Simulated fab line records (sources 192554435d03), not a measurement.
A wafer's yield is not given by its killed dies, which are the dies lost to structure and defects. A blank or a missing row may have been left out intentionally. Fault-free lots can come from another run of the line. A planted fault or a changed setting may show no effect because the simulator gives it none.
Matching of chambers || flow n5 finfet || 3 sister chambers for N5_BEOL_M5_DEP_56 on pecvd-04
The step deposits SiCN from 3MS/NH3, target thk 8 nm, time 14 s. 14 wafers are shown with their chamber, then 7 later ones without.

== WAFERS, EACH WITH ITS CHAMBER ==
{"wafer": "L074.2", "chamber": 2, "throttle valve pct (%)": 8.6, "showerhead plenum p Torr (Torr)": 3.656}
{"wafer": "L074.5", "chamber": 0, "throttle valve pct (%)": 9.5, "showerhead plenum p Torr (Torr)": 3.650}
{"wafer": "L074.6", "chamber": 2, "throttle valve pct (%)": 8.9, "showerhead plenum p Torr (Torr)": 3.654}
{"wafer": "L076.1", "chamber": 0, "throttle valve pct (%)": 9.7, "showerhead plenum p Torr (Torr)": 3.647}
{"wafer": "L076.2", "chamber": 1, "throttle valve pct (%)": 9.8, "showerhead plenum p Torr (Torr)": 3.651}
{"wafer": "L076.4", "chamber": 1, "throttle valve pct (%)": 9.8, "showerhead plenum p Torr (Torr)": 3.642}
{"wafer": "L078.1", "chamber": 1, "throttle valve pct (%)": 9.7, "showerhead plenum p Torr (Torr)": 3.645}
{"wafer": "L078.3", "chamber": 0, "throttle valve pct (%)": 9.3, "showerhead plenum p Torr (Torr)": 3.645}
{"wafer": "L078.5", "chamber": 2, "throttle valve pct (%)": 8.9, "showerhead plenum p Torr (Torr)": 3.651}
{"wafer": "L079.3", "chamber": 1, "throttle valve pct (%)": 9.8, "showerhead plenum p Torr (Torr)": 3.650}
{"wafer": "L079.4", "chamber": 0, "throttle valve pct (%)": 9.5, "showerhead plenum p Torr (Torr)": 3.647}
{"wafer": "L079.6", "chamber": 2, "throttle valve pct (%)": 9.0, "showerhead plenum p Torr (Torr)": 3.650}
{"wafer": "L094.3", "chamber": 0, "throttle valve pct (%)": 9.4, "showerhead plenum p Torr (Torr)": 3.643}
{"wafer": "L094.5", "chamber": 1, "throttle valve pct (%)": 9.7, "showerhead plenum p Torr (Torr)": 3.658}

SIGNATURES, as means of the wafers listed above
{"reading": "throttle valve pct", "chamber 0": 9.480, "chamber 1": 9.760, "chamber 2": 8.850, "scatter within a chamber": 0.131}
{"reading": "showerhead plenum p Torr", "chamber 0": 3.64640, "chamber 1": 3.64920, "chamber 2": 3.65275, "scatter within a chamber": 0.00427}
Rule: for a wafer and a chamber, the distance is found by dividing, reading by reading, the gap between the wafer's reading and the chamber's mean by the reading's scatter, squaring, summing and taking the root. If the next closest chamber is less than 2 further off than the closest, the wafer can't be placed; otherwise it belongs to the closest. The scatter is the square root of a quotient: the sum, over the shown wafers, of each reading's squared deviation from its chamber's mean, divided by wafers minus chambers.

== WAFERS MISSING THEIR CHAMBER ==
{"wafer": "L094.6", "throttle valve pct (%)": 9.5, "showerhead plenum p Torr (Torr)": 3.644}
{"wafer": "L095.3", "throttle valve pct (%)": 9.7, "showerhead plenum p Torr (Torr)": 3.648}
{"wafer": "L095.5", "throttle valve pct (%)": 9.6, "showerhead plenum p Torr (Torr)": 3.654}
{"wafer": "L095.6", "throttle valve pct (%)": 8.9, "showerhead plenum p Torr (Torr)": 3.659}
{"wafer": "L097.3", "throttle valve pct (%)": 9.6, "showerhead plenum p Torr (Torr)": 3.651}
{"wafer": "L097.4", "throttle valve pct (%)": 9.8, "showerhead plenum p Torr (Torr)": 3.648}
{"wafer": "L097.5", "throttle valve pct (%)": 8.7, "showerhead plenum p Torr (Torr)": 3.642}

== EACH ONE'S CHAMBER ==
{"wafer": "L094.6", "from the rows above": "can't be placed: 0 or 1", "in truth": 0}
{"wafer": "L095.3", "from the rows above": "can't be placed: 1 or 0", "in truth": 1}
{"wafer": "L095.5", "from the rows above": "can't be placed: 1 or 0", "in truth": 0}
{"wafer": "L095.6", "from the rows above": 2, "in truth": 2}
{"wafer": "L097.3", "from the rows above": "can't be placed: 1 or 0", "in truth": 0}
{"wafer": "L097.4", "from the rows above": 1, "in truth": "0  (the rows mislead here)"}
{"wafer": "L097.5", "from the rows above": 2, "in truth": 2}
Placed correctly: 2 of 7. Unplaceable from these rows: 4, with the true chamber sitting among the candidates in 4. Placed wrongly: 1.
